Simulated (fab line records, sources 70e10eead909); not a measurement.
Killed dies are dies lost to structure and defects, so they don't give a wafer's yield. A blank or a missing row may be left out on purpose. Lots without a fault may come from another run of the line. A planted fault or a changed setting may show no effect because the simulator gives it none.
Chamber matching | flow nand_harc | NHARC_A_CONTACT_DEP_29 on pecvd-03: 3 sister chambers
The step deposits SiON, target thk 100 nm. 3 wafers are shown with their chamber, then 12 later ones without.

WAFERS WITH THEIR CHAMBER
wafer  | chamber | heater_power_w (W)
L083.2 | 0       | 722
L087.3 | 2       | 691
L087.4 | 1       | 793

WAFERS WITHOUT THEIR CHAMBER
wafer  | heater_power_w (W)
L088.2 | 723
L088.3 | 760
L088.5 | 698
L089.2 | 687
L089.4 | 782
L089.5 | 683
L091.1 | 627
L091.3 | 807
L091.5 | 630
L095.4 | 654
L095.5 | 721
L095.6 | 769

WHICH CHAMBER EACH WENT THROUGH
wafer  | from the rows above          | in truth
L088.2 | can't be placed: 0 or 2      | 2
L088.3 | can't be placed: 1 or 0 or 2 | 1
L088.5 | can't be placed: 2 or 0      | 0
L089.2 | can't be placed: 2 or 0      | 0
L089.4 | can't be placed: 1 or 0      | 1
L089.5 | can't be placed: 2 or 0      | 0
L091.1 | can't be placed: 2 or 0      | 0
L091.3 | 1                            | 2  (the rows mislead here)
L091.5 | can't be placed: 2 or 0      | 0
L095.4 | can't be placed: 2 or 0      | 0
L095.5 | can't be placed: 0 or 2      | 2
L095.6 | can't be placed: 1 or 0 or 2 | 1
Placed correctly: 0 of 12. Can't be placed from these rows: 11 (the true chamber is among the candidates in 11). Placed wrongly: 1.
How it was worked out, from the rows above alone: a wafer's distance from a chamber is the root of the sum, over the readings, of the square of ((its reading less the chamber's mean) divided by the reading's scatter). The wafer belongs to the nearest chamber; if the next one is less than 2 further off, it can't be placed. A chamber's mean is the mean of its shown wafers. The scatter: with one shown wafer a chamber, the root of the mean of the squares of how far each hidden wafer lies from its nearest shown one.
